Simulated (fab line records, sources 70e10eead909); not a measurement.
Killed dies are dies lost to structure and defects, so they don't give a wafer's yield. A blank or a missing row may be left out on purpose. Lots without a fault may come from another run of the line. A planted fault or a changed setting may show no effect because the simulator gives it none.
Problem report in the 8D (eight disciplines) form, filled by code | flow nand_harc | the parts of the form that need people (team, actions taken, sign-off) are left out

1. THE PROBLEM
raw_defect_count at NHARC_A_CHANNEL_HOLE_D1_INSPECT_40 reads a mean of 872 on 6 wafers of 2 lots; wafers without a fault read 75 with a standard deviation of 25. That is +32 standard deviations from the usual mean.
First seen on wafer L920.2, day 16 12:01, on defect_inspect-02. The record holds 36 wafers of 12 lots with a number at this step. Rule for "out", or "out of limits": more than 4 standard deviations from the usual mean. The other wafers with a number count as sound.

2. WHAT IT IS AND WHAT IT IS NOT
question                    | is                     | is not
which readings at this step | raw_defect_count       | -
which lots                  | L920, L921             | L901, L902, L903, L904, L905, L910, L911, L914, L915, L917
which wafers of those lots  | all that have a number | -
read on which gauges        | defect_inspect-02      | defect_inspect-01
when                        | from day 16 12:01      | up to then (30 sound wafers)

3. SUSPECTS, AND WHAT RULES EACH OUT
Counting: a tool at a process step up to the reading stays a suspect if it ran every lot that is out and no sound lot after the first of them.
- the gauge at NHARC_A_CHANNEL_HOLE_D1_INSPECT_40: kept. All the wafers that are out were read on defect_inspect-02, and no step on other tools shows them out.
- har_etch-01 at NHARC_A_CHANNEL_HOLE_D1_ETCH_20 (etches the open film in C4F8/O2/Ar, time 361.9 s, target depth 1600 nm): kept. It ran every lot that is out, first L920 (day 16 06:24), and no sound lot after that; its last sound lot up to then is L914 (day 14 13:07).
- har_etch-01 at NHARC_A_CHANNEL_HOLE_D1_ETCH_33 (etches the open film in C4F8/O2/Ar, time 90 s, target depth 400 nm): kept. It ran every lot that is out, first L920 (day 16 10:16), and no sound lot after that; its last sound lot up to then is L914 (day 14 16:57).
Left after counting: har_etch-01 at NHARC_A_CHANNEL_HOLE_D1_ETCH_20, har_etch-01 at NHARC_A_CHANNEL_HOLE_D1_ETCH_33, defect_inspect-02 at NHARC_A_CHANNEL_HOLE_D1_INSPECT_40.

4. THE CAUSE (what the simulator had put in)
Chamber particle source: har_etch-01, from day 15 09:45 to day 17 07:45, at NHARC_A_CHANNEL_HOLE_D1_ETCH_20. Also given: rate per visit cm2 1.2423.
Counting left 3 suspects, and this tool is among them.

5. THE CHAIN OF EFFECTS, in route order
Each row: a reading whose mean over the struck wafers that have a number lies more than 3 standard deviations from the usual. Only readings for which the record gives a usual standard deviation are gone through. hours: the time from each lot's start at the first step in this table that gives one to its start at this step, as a median over the lots. sigmas: the change in usual standard deviations.
hours | step                               | reading          | usual | on struck wafers | change | sigmas
0     | NHARC_A_CHANNEL_HOLE_D1_INSPECT_40 | raw_defect_count | 75    | 872              | +797   | +32
Later measuring or inspecting steps at which every struck wafer that the step has a row for has a number for every such reading, and none has moved that far: NHARC_END_SORT_01.

6. WHAT WOULD HAVE CAUGHT IT SOONER
In this record the first reading out of limits at a measuring or inspecting step was taken at day 16 12:01, 26 hours after the fault began at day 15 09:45.
Of the tool readings at NHARC_A_CHANNEL_HOLE_D1_ETCH_20 for which the record gives a usual standard deviation, none was out on any struck wafer, so an alarm limit of 4 standard deviations on them would not have fired.
Of the lots that are out (2), L921 began NHARC_A_CHANNEL_HOLE_D1_ETCH_20 on har_etch-01 after day 16 12:01. A hold on the tool at that time would have spared it.
